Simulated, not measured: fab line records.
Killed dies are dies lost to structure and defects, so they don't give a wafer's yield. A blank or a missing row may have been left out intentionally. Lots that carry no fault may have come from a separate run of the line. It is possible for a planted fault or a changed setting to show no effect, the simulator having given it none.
Which tool did it? -- flow nand_harc -- 24 lots, 72 wafers sampled, at 2 steps of a route of 1159

== WHAT EACH GAUGE READ, for each wafer ==
NHARC_A_BLC_CD_MEAS_19.
lot,measured,on,cd_nm (nm)
L076,day 17 12:53,cd_sem-02,101.9 104.5 104.6
L074,day 17 13:40,cd_sem-03,103.7 100.8 99.9
L075,day 17 18:41,cd_sem-01,99.0 101.0 100.0
L078,day 17 22:21,cd_sem-02,102.2 102.9 99.5
L079,day 18 06:04,cd_sem-01,97.8 107.1 104.1
L077,day 18 06:29,cd_sem-01,104.8 100.1 106.1
L080,day 19 11:50,cd_sem-02,97.1 102.4 99.5
L082,day 19 12:35,cd_sem-03,100.6 104.5 100.0
L084,day 19 18:26,cd_sem-02,96.9 103.7 98.9
L083,day 19 18:38,cd_sem-01,103.3 102.0 101.0
L081,day 19 19:05,cd_sem-03,96.7 101.8 98.5
L087,day 20 11:34,cd_sem-01,97.0 100.4 101.3
L085,day 20 10:38,cd_sem-01,98.4 98.5 99.1
L086,day 20 14:38,cd_sem-03,101.5 96.0 99.2
L089,day 20 18:34,cd_sem-01,97.4 98.6 102.1
L088,day 20 21:07,cd_sem-01,98.8 101.3 98.8
L090,day 21 19:11,cd_sem-01,100.9 100.1 101.3
L091,day 21 18:32,cd_sem-01,101.5 102.5 104.8
L094,day 22 03:30,cd_sem-01,100.0 99.6 99.9
L095,day 22 17:31,cd_sem-02,103.2 97.3 105.3
L092,day 22 21:02,cd_sem-02,100.8 104.7 105.7
L093,day 23 07:10,cd_sem-01,101.5 104.2 99.7
L096,day 23 12:34,cd_sem-02,100.0 105.5 104.2
L097,day 23 15:28,cd_sem-03,100.3 103.5 99.9

== WHICH TOOL RAN EACH LOT (tool, then ch and the chambers of the sampled wafers, then the start) ==
lot,NHARC_A_CONTACT_ETCH_98
L076,"rie_diel-13 ch 0,2, day 17 12:53 or earlier"
L074,"rie_diel-13 ch 0,1,2, day 17 13:40 or earlier"
L075,"rie_diel-13 ch 0,2,3, day 17 18:41 or earlier"
L078,"rie_diel-13 ch 0,2,3, day 17 22:21 or earlier"
L079,"rie_diel-11 ch 0,1,3, day 18 06:04 or earlier"
L077,"rie_diel-11 ch 1,2,3, day 18 06:29 or earlier"
L080,"rie_diel-11 ch 0,1,2, day 19 11:50 or earlier"
L082,"rie_diel-07 ch 0,1, day 19 12:35 or earlier"
L084,"rie_diel-13 ch 0,1,3, day 19 18:26 or earlier"
L083,"rie_diel-07 ch 0,1,3, day 19 13:20"
L081,"rie_diel-07 ch 0,1,3, day 19 14:53"
L087,"rie_diel-07 ch 0,1,3, day 20 03:08"
L085,"rie_diel-07 ch 0,3, day 20 03:30"
L086,"rie_diel-13 ch 0,1,3, day 20 14:38 or earlier"
L089,"rie_diel-13 ch 1,2, day 20 18:34 or earlier"
L088,"rie_diel-13 ch 1,2,3, day 20 21:07 or earlier"
L090,"rie_diel-07 ch 0,1,2, day 21 19:11 or earlier"
L091,"rie_diel-13 ch 0,3, day 21 18:32 or earlier"
L094,"rie_diel-13 ch 0,1,2, day 22 03:30 or earlier"
L095,"rie_diel-07 ch 1,2,3, day 22 17:31 or earlier"
L092,"rie_diel-07 ch 0,1,2, day 22 21:02 or earlier"
L093,"rie_diel-07 ch 1,2, day 23 07:10 or earlier"
L096,"rie_diel-13 ch 0,3, day 23 12:34 or earlier"
L097,"rie_diel-11 ch 0,2,3, day 23 15:28 or earlier"
- NHARC_A_CONTACT_ETCH_98: etches the open film in C4F6/O2, target depth 20 nm, time 10 s.

== WHAT THE TOOLS THEMSELVES READ (means of the sampled wafers that have a number; where no wafer has one, the mark that the record gives instead) ==
NHARC_A_CONTACT_ETCH_98.
lot,tool,drypump_motor_current_A (A),o2_flow_sccm (sccm),oes_product_au (a.u.),rf_vpp_V (V),showerhead_plenum_p_Torr (Torr),throttle_valve_pct (%)
L076,rie_diel-13,5.9,19.99,0.981,544,3.80,26.907
L074,rie_diel-13,5.6,20.02,0.983,545,3.88,26.901
L075,rie_diel-13,6.0,20.01,0.965,546,3.90,26.907
L078,rie_diel-13,5.9,20.05,0.962,547,3.90,26.899
L079,rie_diel-11,6.0,20.02,0.950,550,4.00,26.900
L077,rie_diel-11,5.9,20.01,0.964,550,4.09,26.889
L080,rie_diel-11,5.6,20.02,0.996,549,4.07,26.906
L082,rie_diel-07,5.4,20.03,1.000,544,3.78,26.905
L084,rie_diel-13,5.7,19.97,0.963,548,3.98,26.906
L083,rie_diel-07,5.7,20.00,0.954,546,3.90,26.910
L081,rie_diel-07,5.7,19.97,0.943,547,3.90,26.897
L087,rie_diel-07,5.7,20.03,0.995,546,3.90,26.912
L085,rie_diel-07,6.4,20.02,1.009,547,3.89,26.904
L086,rie_diel-13,5.7,20.03,0.971,548,3.98,26.911
L089,rie_diel-13,5.5,19.99,0.996,546,3.89,26.905
L088,rie_diel-13,5.8,19.97,0.964,548,3.92,26.903
L090,rie_diel-07,5.8,19.98,0.964,547,3.86,26.904
L091,rie_diel-13,6.0,20.02,0.978,548,4.00,26.913
L094,rie_diel-13,5.6,19.99,0.947,545,3.87,26.892
L095,rie_diel-07,5.4,20.01,0.963,548,3.99,26.903
L092,rie_diel-07,5.8,19.97,0.947,545,3.86,26.896
L093,rie_diel-07,5.2,19.96,0.949,545,3.86,26.896
L096,rie_diel-13,6.0,20.03,1.003,548,4.00,26.918
L097,rie_diel-11,6.0,19.97,0.952,549,4.02,26.902

== THE ANSWER, worked out from the rows above alone ==
Rule: the lots themselves supply what counts as usual. The widest of any qualifying gaps counts: lots, ordered by their means at a reading, are off when they make up no more than a third of the lots, leave a main group of 4 or more, and stand apart from it by 3 or more times the standard deviation of that group's means. Not used: any main group whose means are identical at the precision the tables above print for the reading. Also off: a lot with no number at a reading for which 4 or more lots have one. Where the step has rows for the other lots, those lots are counted as sound. Order of review: gauges by route order, followed by the tools' own readings, for which a lot's mean as printed above is used. At the first step where some lot is off, the reading lying furthest off is the one used; lots without a number count as furthest.
No lot is off at any reading shown: from this, nothing can be told.

== WHAT THE SIMULATOR HAD INSERTED ==
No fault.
